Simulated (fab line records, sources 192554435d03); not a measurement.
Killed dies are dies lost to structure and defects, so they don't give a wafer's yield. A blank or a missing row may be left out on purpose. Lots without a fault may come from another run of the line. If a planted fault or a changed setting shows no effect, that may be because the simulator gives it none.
Split-lot study / flow n5-finfet / 21 wafers read from 7 lots, route of 1938 steps

SPLIT DETAILS
At N5_BEOL_M4_COAT_22 (resist thk 30 nm), the setting spin-rpm was moved away from the recipe's 1500 rpm on 7 of the 21 wafers read, by -9.1% to +11.1%. All remaining wafers had this setting at the recipe value.

FROM THE SPLIT TO THE READING: what the file shows between them, 5 steps
- N5_BEOL_M4_EXPOSE_25: exposes mask V3, defocus 5 nm (also split here: dose-mj)
- N5_BEOL_M4_PEB_26: peb time 60 s
- N5_BEOL_M4_DEVELOP_27: develop time 30 s
- N5_BEOL_M4_CD_MEAS_28: target cd 26.2 nm, target cd y 24.1 nm
- N5_BEOL_M4_DESCUM_33: chemistry O2, time 7 s

THE READING
CAR-EUV_of_BEOL_M4_COAT_22.thk-nm (the simulator's own value, which no gauge read), in nm, at N5_BEOL_M4_ETCH_77 (etches underlayer in N2/H2, target depth 6.5 nm, time 5.2 s). The file gives no usual value for it. Here, 14 wafers ran the recipe; their average is 20.4 nm with a standard deviation of 0.17 nm.

wafer=L076.2; tool, chamber at the split=litho-track-02, 0; spin-rpm as run, rpm=1500; against the recipe=recipe; CAR-EUV_of_BEOL_M4_COAT_22.thk-nm, nm=20; against lot-mates on the recipe=-
wafer=L076.5; tool, chamber at the split=litho-track-02, 0; spin-rpm as run, rpm=1500; against the recipe=recipe; CAR-EUV_of_BEOL_M4_COAT_22.thk-nm, nm=20.2; against lot-mates on the recipe=-
wafer=L076.6; tool, chamber at the split=litho-track-02, 0; spin-rpm as run, rpm=1500; against the recipe=recipe; CAR-EUV_of_BEOL_M4_COAT_22.thk-nm, nm=20.2; against lot-mates on the recipe=-
wafer=L080.1; tool, chamber at the split=litho-track-05, 0; spin-rpm as run, rpm=1364; against the recipe=-9.1%; CAR-EUV_of_BEOL_M4_COAT_22.thk-nm, nm=21.8; against lot-mates on the recipe=+1.4
wafer=L080.3; tool, chamber at the split=litho-track-05, 0; spin-rpm as run, rpm=1364; against the recipe=-9.1%; CAR-EUV_of_BEOL_M4_COAT_22.thk-nm, nm=22; against lot-mates on the recipe=+1.6
wafer=L080.6; tool, chamber at the split=litho-track-05, 0; spin-rpm as run, rpm=1500; against the recipe=recipe; CAR-EUV_of_BEOL_M4_COAT_22.thk-nm, nm=20.4; against lot-mates on the recipe=-
wafer=L079.1; tool, chamber at the split=litho-track-05, 0; spin-rpm as run, rpm=1612; against the recipe=+7.5%; CAR-EUV_of_BEOL_M4_COAT_22.thk-nm, nm=19.4; against lot-mates on the recipe=-1.0
wafer=L079.2; tool, chamber at the split=litho-track-05, 0; spin-rpm as run, rpm=1612; against the recipe=+7.5%; CAR-EUV_of_BEOL_M4_COAT_22.thk-nm, nm=19.4; against lot-mates on the recipe=-1.0
wafer=L079.3; tool, chamber at the split=litho-track-05, 0; spin-rpm as run, rpm=1500; against the recipe=recipe; CAR-EUV_of_BEOL_M4_COAT_22.thk-nm, nm=20.4; against lot-mates on the recipe=-
wafer=L083.4; tool, chamber at the split=litho-track-03, 0; spin-rpm as run, rpm=1500; against the recipe=recipe; CAR-EUV_of_BEOL_M4_COAT_22.thk-nm, nm=20.2; against lot-mates on the recipe=-
wafer=L083.5; tool, chamber at the split=litho-track-03, 0; spin-rpm as run, rpm=1500; against the recipe=recipe; CAR-EUV_of_BEOL_M4_COAT_22.thk-nm, nm=20.4; against lot-mates on the recipe=-
wafer=L083.6; tool, chamber at the split=litho-track-03, 0; spin-rpm as run, rpm=1667; against the recipe=+11.1%; CAR-EUV_of_BEOL_M4_COAT_22.thk-nm, nm=18.8; against lot-mates on the recipe=-1.5
wafer=L086.2; tool, chamber at the split=litho-track-02, 0; spin-rpm as run, rpm=1500; against the recipe=recipe; CAR-EUV_of_BEOL_M4_COAT_22.thk-nm, nm=20.4; against lot-mates on the recipe=-
wafer=L086.3; tool, chamber at the split=litho-track-02, 0; spin-rpm as run, rpm=1430; against the recipe=-4.7%; CAR-EUV_of_BEOL_M4_COAT_22.thk-nm, nm=21; against lot-mates on the recipe=+0.6
wafer=L086.4; tool, chamber at the split=litho-track-02, 0; spin-rpm as run, rpm=1430; against the recipe=-4.7%; CAR-EUV_of_BEOL_M4_COAT_22.thk-nm, nm=21; against lot-mates on the recipe=+0.6
wafer=L091.1; tool, chamber at the split=litho-track-05, 0; spin-rpm as run, rpm=1500; against the recipe=recipe; CAR-EUV_of_BEOL_M4_COAT_22.thk-nm, nm=20.6; against lot-mates on the recipe=-
wafer=L091.2; tool, chamber at the split=litho-track-05, 0; spin-rpm as run, rpm=1500; against the recipe=recipe; CAR-EUV_of_BEOL_M4_COAT_22.thk-nm, nm=20.6; against lot-mates on the recipe=-
wafer=L091.3; tool, chamber at the split=litho-track-05, 0; spin-rpm as run, rpm=1500; against the recipe=recipe; CAR-EUV_of_BEOL_M4_COAT_22.thk-nm, nm=20.6; against lot-mates on the recipe=-
wafer=L092.3; tool, chamber at the split=litho-track-02, 0; spin-rpm as run, rpm=1500; against the recipe=recipe; CAR-EUV_of_BEOL_M4_COAT_22.thk-nm, nm=20.4; against lot-mates on the recipe=-
wafer=L092.4; tool, chamber at the split=litho-track-02, 0; spin-rpm as run, rpm=1500; against the recipe=recipe; CAR-EUV_of_BEOL_M4_COAT_22.thk-nm, nm=20.4; against lot-mates on the recipe=-
wafer=L092.5; tool, chamber at the split=litho-track-02, 0; spin-rpm as run, rpm=1500; against the recipe=recipe; CAR-EUV_of_BEOL_M4_COAT_22.thk-nm, nm=20.4; against lot-mates on the recipe=-

FIT RESULTS
A straight line over all 21 wafers: CAR-EUV_of_BEOL_M4_COAT_22.thk-nm changes by -0.148 nm for each +1% of spin-rpm; r = -0.97; the points scatter about the line by 0.16 nm.
The same after taking each lot's own level away (the mean of its wafers on the recipe; 21 wafers): -0.145 nm for each +1%; r = -0.99; scatter 0.092 nm.
Per that fit: largest spin-rpm move, reading shift of 1.6 nm.
Across the lots, their own levels run from 20.13 to 20.60 nm, a range of 2.8 times the standard deviation given above.
Consequently the slope shifts little with the lot-to-lot level, the two slopes agreeing.
Check: for one of the wafers moved furthest among these (+11.1%), held out of the fit, the line's prediction against its lot-mates is -1.64 nm. It came out at -1.5 nm against them.

OTHER SPLITS APPLIED TO THESE WAFERS
Other splits were also applied to these wafers ahead of the reading. Each is held against what the fit with the lots' levels taken away leaves over:
other split on the same wafers=N5_BEOL_M0_CUTY_EXPOSE_54 dose-mj; wafers away from the commonest value=5; r with CAR-EUV_of_BEOL_M4_COAT_22.thk-nm (lot level and that fit taken away)=-0.31
other split on the same wafers=N5_BEOL_M1_ETCH_77 source-w; wafers away from the commonest value=8; r with CAR-EUV_of_BEOL_M4_COAT_22.thk-nm (lot level and that fit taken away)=+0.41
other split on the same wafers=N5_BEOL_M1_TRENCH_ETCH_37 time-s; wafers away from the commonest value=9; r with CAR-EUV_of_BEOL_M4_COAT_22.thk-nm (lot level and that fit taken away)=+0.28
other split on the same wafers=N5_BEOL_M2_DEP_57 time-s; wafers away from the commonest value=8; r with CAR-EUV_of_BEOL_M4_COAT_22.thk-nm (lot level and that fit taken away)=+0.03
other split on the same wafers=N5_BEOL_M3_ILD_DEP_00 time-s; wafers away from the commonest value=4; r with CAR-EUV_of_BEOL_M4_COAT_22.thk-nm (lot level and that fit taken away)=+0.28
other split on the same wafers=N5_BEOL_M4_EXPOSE_08 dose-mj; wafers away from the commonest value=3; r with CAR-EUV_of_BEOL_M4_COAT_22.thk-nm (lot level and that fit taken away)=-0.22
other split on the same wafers=N5_BEOL_M4_ETCH_64 bias-w; wafers away from the commonest value=9; r with CAR-EUV_of_BEOL_M4_COAT_22.thk-nm (lot level and that fit taken away)=-0.11
other split on the same wafers=N5_BEOL_M4_EXPOSE_25 dose-mj; wafers away from the commonest value=9; r with CAR-EUV_of_BEOL_M4_COAT_22.thk-nm (lot level and that fit taken away)=+0.28

THE WHOLE CHAIN: every reading that the file lists as answering this split, in the file's order
step=N5_BEOL_M4_COAT_22; what it does=resist thk 30 nm; reading=CAR-EUV_of_BEOL_M4_COAT_22.thk-nm (the simulator's own value, which no gauge read); change (the file's fit)=-0.147 nm for each +1% of the setting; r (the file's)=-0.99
step=N5_BEOL_M4_ETCH_77; what it does=etches underlayer in N2/H2, target depth 6.5 nm, time 5.2 s; reading=CAR-EUV_of_BEOL_M4_COAT_22.thk-nm (the simulator's own value, which no gauge read); change (the file's fit)=-0.143 nm for each +1% of the setting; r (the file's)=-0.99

FILE'S OWN FIT
CAR-EUV_of_BEOL_M4_COAT_22.thk-nm changes by -0.143 nm for each +1% of spin-rpm, r = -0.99.
